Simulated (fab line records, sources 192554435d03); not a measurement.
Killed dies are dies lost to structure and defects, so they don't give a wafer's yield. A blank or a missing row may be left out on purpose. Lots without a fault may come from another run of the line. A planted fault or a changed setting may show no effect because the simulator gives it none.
fab line records | flow n5_finfet
record lots=8 wafers=24 last_day=18
route steps=1938 shown FIN_SAQP@115 BEOL_M4@1111 PASSIVATION@1936
lots that met no fault: from a run of the same line without faults
start_h: hours from the record's first day to the start of the lot's first wafer shown | wait_h: hours since the lot's step before | " the same as in the row above | L1.1+2: a row that stands for several wafers | - no value, or no start given | * or withheld: withheld | < > ~ a bound
route shown NAME@n: a module of which the file shows steps, and the number in the route of the first | usual: mean/standard deviation of fault-free wafers | same: alike in all rows | chamber/n: place in a boat | sites: the reading at each site | _std_site: their standard deviation | _edge_site: outer sites' mean less inner sites' | radius_mm: how far each site lies from the wafer's centre | mask NAME#n: copy n | behind: the tool/chamber that last shaped the wafer | hold: why the lot was held/for how many hours/how that ended | device: the transistor (n, p or np) that didn't switch | end of line: the same wafers' tests at the end of the route | a step without rows: its recipe alone | killed: dies lost to structure and defects at the first sort, not the wafer's yield | map: a wafer's dies, x killed, . not, _ none there
set.NAME: the setting as run; set.NAME@STEP: as run at that earlier step | model.NAME: the simulator's own value behind a step, which no gauge read
steps of the route over a sample of lots; a table a step, a row a wafer
services: from which hour (start_h, from the record's first day; less than 0 if before it) a tool's chamber was out of use, for how many hours, and why
## steps
# step N5_FIN_SAQP_ETCH_51
# recipe chemistry=CF4 target=SiARC target_depth_a=455 mask_material=CAR-ArF time_s=75.8 ion_energy_ev=80 pressure_mtorr=40 source_w=545 bias_w=36 Ar_flow_sccm=100 cf4_flow_sccm=100 ends=cleared
# usual drypump_motor_current_A=5.6/0.37 etch_rf_on_time_s=76.0/1.5 oes_product_au=0.67/0.076 rf_vpp_V=184.3/1.2 showerhead_plenum_p_Torr=2.17/0.066 throttle_valve_pct=15.52/0.21
# columns lot.wafer tool chamber start_h wait_h drypump_motor_current_A etch_rf_on_time_s oes_product_au rf_hours_counter_h rf_vpp_V showerhead_plenum_p_Torr throttle_valve_pct
L873.2 rie_diel-04 0 22.49 0.0 5.9 75.4 0.69 119 183.3 2.15 15.41
L873.3 " 3 " " 5.0 74.2 0.60 239 182.2 2.02 15.66
L873.4 " 2 " " 5.7 71.8 0.70 119 186.0 2.25 15.69
L877.3 rie_diel-04 1 45.38 0.0 5.4 76.4 0.60 215 183.7 2.10 15.42
L877.5 " 3 " " 5.0 75.4 0.58 - 184.4 2.02 15.66
L877.6 " 2 " " 5.7 73.1 0.67 - 186.5 2.24 15.70
L878.1 rie_diel-02 2 51.56 0.0 6.6 75.7 0.69 108 182.6 2.07 15.39
L878.2 " 3 " " 5.5 76.2 0.84 3 183.6 2.12 15.54
L878.6 " 3 " " 5.5 76.3 0.84 - 183.2 2.12 15.54
L879.1 rie_diel-02 1 59.18 0.0 5.4 78.6 0.59 221 184.9 2.21 15.96
L879.2 " 2 " " 6.6 75.5 0.68 109 183.1 2.07 15.40
L879.4 " 0 " " 5.4 75.7 0.72 67 183.8 2.18 15.33
L880.2 rie_diel-04 0 64.38 0.0 5.9 77.3 0.67 133 183.7 2.14 15.45
L880.4 " 0 " " 5.9 76.6 0.68 - 183.8 2.14 15.44
L880.5 " 2 " " 5.7 73.0 0.67 - 185.2 2.24 15.70
L882.1 rie_diel-02 1 77.09 0.0 5.4 79.0 0.59 227 186.7 2.21 15.99
L882.2 " 3 " " 5.5 76.3 0.81 11 183.6 2.12 15.56
L882.6 " 1 " " 5.4 78.7 0.58 - 184.9 2.21 15.97
L894.2 rie_diel-05 2 148.09 0.0 5.8 76.4 0.60 180 183.7 2.21 15.27
L894.3 " 1 " " 5.4 76.0 0.58 248 182.0 2.11 15.92
L894.4 " 3 " " 5.7 77.4 0.61 193 184.2 2.13 15.54
L896.1 rie_diel-05 3 160.04 0.0 5.7 77.9 0.60 199 183.0 2.13 15.57
L896.4 " 3 " " 5.7 77.3 0.60 - 183.2 2.13 15.56
L896.5 " 2 " " 5.8 76.4 0.60 - 183.9 2.21 15.30
# step N5_FIN_SAQP_HM_OPEN_73
# recipe chemistry=CHF3/O2 target=SiO2 stop_on=a-Si target_depth_a=120 over_etch_frac=1.8 mask_material=SOC time_s=16.8 pressure_mtorr=30 source_w=650 bias_w=170 Ar_flow_sccm=200 CHF3_flow_sccm=50 O2_flow_sccm=5 ion_energy_ev=200 ends=end_point
# usual drypump_motor_current_A=5.6/0.38 oes_product_au=0.47/0.052 rf_vpp_V=523/9.2 showerhead_plenum_p_Torr=2.44/0.075 throttle_valve_pct=18.71/0.22
# columns lot.wafer tool chamber start_h wait_h drypump_motor_current_A oes_product_au rf_hours_counter_h rf_vpp_V showerhead_plenum_p_Torr throttle_valve_pct
L873.2 rie_diel-04 0 22.66 0.0 5.9 0.49 119 524 2.42 18.61
L873.3 " 3 " " 5.0 0.41 239 516 2.29 18.92
L873.4 " 2 " " 5.7 0.47 119 510 2.53 18.96
L877.3 rie_diel-04 1 45.55 0.0 5.4 0.42 215 518 2.38 18.64
L877.5 " 3 " " 5.0 0.42 - 517 2.29 18.94
L877.6 " 2 " " 5.7 0.47 - 509 2.53 18.97
L878.1 rie_diel-02 2 51.72 0.0 6.6 0.48 108 526 2.33 18.61
L878.2 " 3 " " 5.5 0.58 3 506 2.39 18.83
L878.6 " 3 " " 5.5 0.60 - 506 2.39 18.83
L879.1 rie_diel-02 1 59.34 0.0 5.4 0.42 221 538 2.48 19.16
L879.2 " 2 " " 6.6 0.48 109 526 2.33 18.62
L879.4 " 0 " " 5.4 0.50 67 523 2.44 18.49
L880.2 rie_diel-04 0 64.55 0.0 5.9 0.47 133 526 2.41 18.64
L880.4 " 0 " " 5.9 0.48 - 523 2.41 18.62
L880.5 " 2 " " 5.7 0.46 - 511 2.53 18.97
L882.1 rie_diel-02 1 77.25 0.0 5.4 0.41 228 536 2.48 19.16
L882.2 " 3 " " 5.5 0.58 11 506 2.38 18.87
L882.6 " 1 " " 5.4 0.42 - 536 2.48 19.17
L894.2 rie_diel-05 2 148.25 0.0 5.7 0.43 180 519 2.50 18.49
L894.3 " 1 " " 5.4 0.41 248 524 2.36 19.00
L894.4 " 3 " " 5.7 0.43 193 540 2.39 18.67
L896.1 rie_diel-05 3 160.20 0.0 5.7 0.42 199 540 2.39 18.66
L896.4 " 3 " " 5.7 0.43 - 539 2.39 18.69
L896.5 " 2 " " 5.8 0.43 - 517 2.50 18.50
# step N5_FIN_SAQP_SPACER1_ALD_24
# recipe material=SiO2 target_thk_a=203 temp_c=300 ald_precursor_family=BDEAS ald_co_reactant=O2-plasma pulse_time_s=1 purge_time_s=2 co_reactant_purge_time_s=2 ald_cycles=218 pressure_torr=2
# usual ald_cycles=218/0 heater_power_w=451/41 precursor_pulse_height_rel=1.002/0.022
# columns lot.wafer tool chamber start_h wait_h ald_cycles heater_power_w precursor_pulse_height_rel
L873.2 ald_sin-04 1 23.57 0.3 218 469 1.026
L873.3 " 0 " " 218 511 0.991
L873.4 " 2 " " 218 523 1.044
L877.3 ald_sin-01 1 46.46 0.1 218 421 1.022
L877.5 " 2 " " 218 447 0.972
L877.6 " 1 " " 218 425 1.024
L878.1 ald_sin-03 2 52.62 0.3 218 450 1.009
L878.2 " 0 " " 218 459 0.981
L878.6 " 0 " " 218 452 1.017
L879.1 ald_sin-01 1 60.46 0.3 218 425 0.983
L879.2 " 2 " " 218 450 1.004
L879.4 " 3 " " 218 445 1.041
L880.2 ald_sin-04 3 65.47 0.3 218 412 0.993
L880.4 " 2 " " 218 501 0.962
L880.5 " 2 " " 218 518 0.966
L882.1 ald_sin-01 2 78.36 0.4 218 460 1.025
L882.2 " 0 " " 218 387 1.016
L882.6 " 3 " " 218 438 0.992
L894.2 ald_sin-04 2 149.44 0.4 312 490 1.011
L894.3 " 0 " " 218 490 0.992
L894.4 " 1 " " 218 479 0.988
L896.1 ald_sin-01 1 161.09 0.3 218 430 1.024
L896.4 " 3 " " 218 444 0.993
L896.5 " 3 " " 218 453 0.985
# step N5_FIN_SAQP_MANDREL1_REMOVE_56
# recipe chemistry=HBr/Cl2/O2 bt_time_s=10 target=a-Si stop_on=SiNx endpoint=OES-SiCl over_etch_frac=1 icp_w=600 bias_w=22 HBr_flow_sccm=150 Cl2_flow_sccm=80 O2_flow_sccm=5 pressure_mtorr=10
# usual drypump_motor_current_A=5.7/0.38 oes_product_au=1.009/0.015 throttle_valve_pct=36.71/0.28
# columns lot.wafer tool chamber start_h wait_h drypump_motor_current_A oes_product_au rf_hours_counter_h throttle_valve_pct
L873.2 rie_si-03 1 24.44 0.1 5.4 1.004 166 36.68
L873.3 " 3 " " 5.2 1.007 89 36.35
L873.4 " 2 " " 6.0 1.027 101 36.73
L877.3 rie_si-03 1 47.29 0.1 5.4 1.001 167 36.68
L877.5 " 2 " " 6.1 1.027 - 36.73
L877.6 " 3 " " 5.2 1.003 - 36.34
L878.1 rie_si-03 0 53.42 0.1 5.7 0.975 108 37.02
L878.2 " 1 " " 5.4 1.010 167 36.68
L878.6 " 1 " " 5.4 0.997 - 36.67
L879.1 rie_si-04 2 61.26 0.1 5.7 1.002 146 36.47
L879.2 " 1 " " 5.6 0.999 61 36.52
L879.4 " 0 " " 5.9 1.011 31 36.71
L880.2 rie_si-04 1 66.51 0.1 5.6 1.006 61 36.53
L880.4 " 2 " " 5.7 1.003 146 36.46
L880.5 " 3 " " 5.9 1.014 - 36.76
L882.1 rie_si-06 3 79.17 0.1 6.3 1.002 110 37.35
L882.2 " 1 " " 5.3 1.002 169 36.41
L882.6 " 3 " " 6.3 1.018 - 37.36
L894.2 rie_si-03 3 150.25 0.1 5.2 1.003 91 36.34
L894.3 " 1 " " 5.4 0.999 168 36.66
L894.4 " 0 " " 5.6 0.975 110 37.04
L896.1 rie_si-04 2 161.90 0.1 5.7 1.004 148 36.47
L896.4 " 1 " " 5.6 1.018 63 36.52
L896.5 " 1 " " 5.6 1.014 - 36.52
# step N5_FIN_SAQP_CD_MEAS_27
# recipe target_cd_nm=20 landing_energy_ev=1000 detector=se_inlens polarity=line
# usual cd_nm=20.27/0.25
# same landing_energy_ev=1000
# columns lot.wafer tool chamber start_h wait_h cd_nm
L873.2 cd_sem-02 0 24.55 0.1 20.05
L873.3 " 0 " " 20.47
L873.4 " 0 " " 20.18
L877.3 cd_sem-03 0 47.41 0.1 20.16
L877.5 " 0 " " 20.01
L877.6 " 0 " " 20.43
L878.1 cd_sem-01 0 53.53 0.1 20.22
L878.2 " 0 " " 20.76
L878.6 " 0 " " 20.23
L879.1 cd_sem-02 0 61.37 0.1 19.81
L879.2 " 0 " " 20.35
L879.4 " 0 " " 20.04
L880.2 cd_sem-03 0 66.62 0.1 19.76
L880.4 " 0 " " 19.97
L880.5 " 0 " " 20.21
L882.1 cd_sem-01 0 79.28 0.1 19.84
L882.2 " 0 " " 20.00
L882.6 " 0 " " 19.80
L894.2 cd_sem-01 0 150.36 0.1 29.12
L894.3 " 0 " " 20.05
L894.4 " 0 " " 20.17
L896.1 cd_sem-01 0 162.01 0.1 20.54
L896.4 " 0 " " 20.23
L896.5 " 0 " " 20.37
# step N5_BEOL_M4_RC_MEAS_101
# usual DIBL_N=35.8/1.8 DIBL_P=35.9/2.2 IOFF_N=0.16/0.035 IOFF_P=0.21/0.04 ION_N=672/11 ION_P=461/7.4 SS_N=71.4/0.64 SS_P=73.2/0.67 VT_N=250/3.5 VT_P=-251/3.4
# columns lot.wafer tool chamber start_h wait_h DIBL_N[mV/V] DIBL_P[mV/V] IOFF_N[nA/um] IOFF_P[nA/um] ION_N[uA/um] ION_P[uA/um] SS_N[mV/dec] SS_P[mV/dec] VT_N[mV] VT_P[mV]
L873.2 prober-02 0 163.66 0.2 35.0 34.4 0.15 0.16 664 450 71.5 73.0 250 -254
L873.3 " 0 " " 35.8 36.3 0.17 0.19 691 467 72.1 73.8 248 -252
L873.4 " 0 " " 35.0 35.2 0.15 0.17 671 459 72.0 72.7 248 -252
L877.3 prober-02 0 188.64 0.3 37.6 39.3 0.21 0.27 679 467 72.1 73.9 247 -246
L877.5 " 0 " " 34.5 35.6 0.15 0.21 670 459 71.0 72.9 250 -247
L877.6 " 0 " " 35.5 37.1 0.17 0.24 676 473 71.4 73.0 251 -248
L878.1 prober-01 0 200.51 0.0 35.9 37.2 0.16 0.21 671 464 72.0 73.4 250 -250
L878.2 " 0 " " 35.0 35.8 0.14 0.20 669 459 71.6 72.8 252 -254
L878.6 " 0 " " 36.8 37.1 0.17 0.21 675 464 71.9 73.3 250 -249
L880.2 prober-01 0 209.22 0.2 36.0 35.7 0.15 0.20 665 462 71.5 72.8 254 -250
L880.4 " 0 " " 39.2 39.2 0.21 0.27 683 468 72.0 74.2 251 -248
L880.5 " 0 " " 38.9 39.0 0.20 0.25 676 470 72.2 73.1 248 -250
L879.1 prober-01 0 216.83 0.0 38.6 40.7 0.21 0.24 691 467 72.3 73.7 247 -250
L879.2 " 0 " " 36.7 37.9 0.17 0.19 683 459 72.1 72.5 249 -251
L879.4 " 0 " " 35.0 36.7 0.13 0.17 665 451 71.1 72.8 254 -255
L882.1 prober-01 0 218.52 0.0 37.6 38.2 0.20 0.24 682 460 72.5 74.0 248 -248
L882.2 " 0 " " 34.9 34.9 0.14 0.19 667 458 71.6 72.9 252 -252
L882.6 " 0 " " 38.6 38.6 0.20 0.25 682 465 72.4 73.3 247 -247
L894.3 prober-01 0 288.10 0.3 36.5 36.8 0.15 0.20 674 468 71.4 73.9 251 -255
L894.4 " 0 " " 33.7 32.5 0.11 0.15 660 454 70.9 72.8 255 -255
L896.1 prober-02 0 311.74 0.0 34.4 33.0 0.11 0.17 659 459 70.6 72.5 255 -251
L896.4 " 0 " " 35.2 34.1 0.12 0.18 658 459 71.7 72.9 255 -253
L896.5 " 0 " " 32.4 30.8 0.09 0.14 653 453 70.3 71.6 257 -255
# step N5_PASSIVATION_PROBE_49
# usual defect_limited_yield=91.0/1.5 killed_at_M0_to_M3=34/9.1 killed_at_M4_up=14/5.7 killed_at_contacts=13/5.7 killed_at_front_end=42/12 killed_at_other=4/3.4 killed_dies=106/17 killed_on_rim=14/4.3 killed_open=70/13 killed_short=34/7.5 sort_bin_5_function=5.2/0.94 sort_bin_6_memory=3.4/0.69 sort_bin_8_speed=0.00/0.029 sort_n_pass=1074/17 sort_yield_pct=91.0/1.5
# same gross_dies=1180 killed_at_back_side=0 sort_bin_4_leakage[%]=0
# columns lot.wafer tool chamber start_h wait_h defect_limited_yield[%] killed_at_M0_to_M3 killed_at_M4_up killed_at_contacts killed_at_front_end killed_at_other killed_dies killed_on_rim killed_open killed_short sort_bin_5_function[%] sort_bin_6_memory[%] sort_bin_8_speed[%] sort_n_pass sort_yield_pct[%]
L894.2 prober-02 - 395.77 0.1 0 29 19 22 1110 0 1180 152 81 21 96.4 3.5 0 0 0
L894.3 prober-02 - 395.82 0.1 91.7 18 22 13 43 2 98 10 63 35 5.1 3.1 0 1082 91.7
L894.4 prober-02 - 395.87 0.2 91.3 35 18 12 38 0 103 8 58 41 5.2 3.5 0 1077 91.3
# killed by level:class
L894.2 FIN_SAQP:area_ald=1077 MOL_CONTACT_COAG:geometric_particle:open=17 STI_FIN_REVEAL:geometric_particle:open=10 BEOL_M1:geometric_particle:open=10 BEOL_M4:geometric_particle:open=8 BEOL_M3:geometric_particle:open=7 FIN_SAQP:geometric_particle:open=6 MOL_CONTACT_COAG:geometric_particle:short=5
L894.3 BEOL_M4:geometric_particle:open=15 FIN_SAQP:geometric_particle:short=10 MOL_CONTACT_COAG:geometric_particle:open=10 GATE_CUT:geometric_particle:short=8 FIN_SAQP:geometric_particle:open=7 BEOL_M2:geometric_particle:open=6 STI_FIN_REVEAL:geometric_particle:open=4 BEOL_M0_SAQP:geometric_particle:open=4
L894.4 FIN_SAQP:geometric_particle:short=14 BEOL_M1:geometric_particle:open=11 MOL_CONTACT_COAG:geometric_particle:open=10 BEOL_M0_SAQP:geometric_particle:short=9 GATE_CUT:geometric_particle:short=7 STI_FIN_REVEAL:geometric_particle:open=6 FIN_SAQP:geometric_particle:open=5 BEOL_M4:geometric_particle:open=5
## services
# columns tool chamber start_h hours kind
ald_sin-01 0 -0.09 6.4 repair
rie_diel-04 3 4.91 4.5 repair
ald_sin-01 - 6.37 0.8 repair
ald_sin-01 - 11.39 1.6 repair
ald_sin-04 3 13.74 2.4 repair
ald_sin-01 3 29.07 2.5 repair
ald_sin-03 - 29.18 14.6 pm
rie_diel-04 - 33.76 2.8 pm
rie_si-04 0 36.16 16.7 repair
rie_diel-02 1 41.35 10.3 repair
ald_sin-01 - 45.26 0.7 repair
ald_sin-04 3 48.05 11.2 repair
rie_si-06 - 64.93 0.8 repair
ald_sin-04 - 85.25 14.0 pm
rie_diel-04 - 86.97 0.2 repair
rie_diel-05 1 89.57 3.7 repair
rie_diel-04 3 103.87 1.6 repair
ald_sin-01 1 118.26 2.5 repair
rie_diel-02 2 123.38 3.3 repair
rie_diel-02 3 124.20 18.9 repair
rie_diel-05 2 127.78 5.4 repair
rie_diel-04 0 133.20 5.6 repair
rie_si-03 1 134.56 6.4 repair
rie_si-03 - 158.67 28.1 pm
## key
first_sign step=N5_FIN_SAQP_SPACER1_ALD_24 reading=ald_cycles direction=up sigmas=99+ usual=* struck=*
effect step=N5_FIN_SAQP_CD_MEAS_27 reading=cd_nm direction=up sigmas=35 usual=20.27 struck=29.12
effect step=N5_PASSIVATION_PROBE_49 reading=sort_bin_5_function direction=up sigmas=96 usual=5.2 struck=96.4
more_kills_born_at N5_FIN_SAQP_SPACER1_ALD_24@ald_sin-04=1077
met_at N5_FIN_SAQP_SPACER1_ALD_24
struck_lots L894
struck_wafers L894.2
later_rows_left_out L894.2
not_acting_at N5_FIN_SAQP_ETCH_51,N5_FIN_SAQP_HM_OPEN_73,N5_FIN_SAQP_MANDREL1_REMOVE_56
onset_between 65.47 149.44
fault kind=process_parameter_drift tool=ald_sin-04 chamber=2 onset_h=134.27 steps=N5_FIN_SAQP_SPACER1_ALD_24 channel=ald_cycles offset=* shape=step end_h=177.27 acts_in=* stated=*
# later_rows_left_out: the simulator's readings of these wafers behind a module that went badly wrong aren't trusted and aren't shown, but for the sort
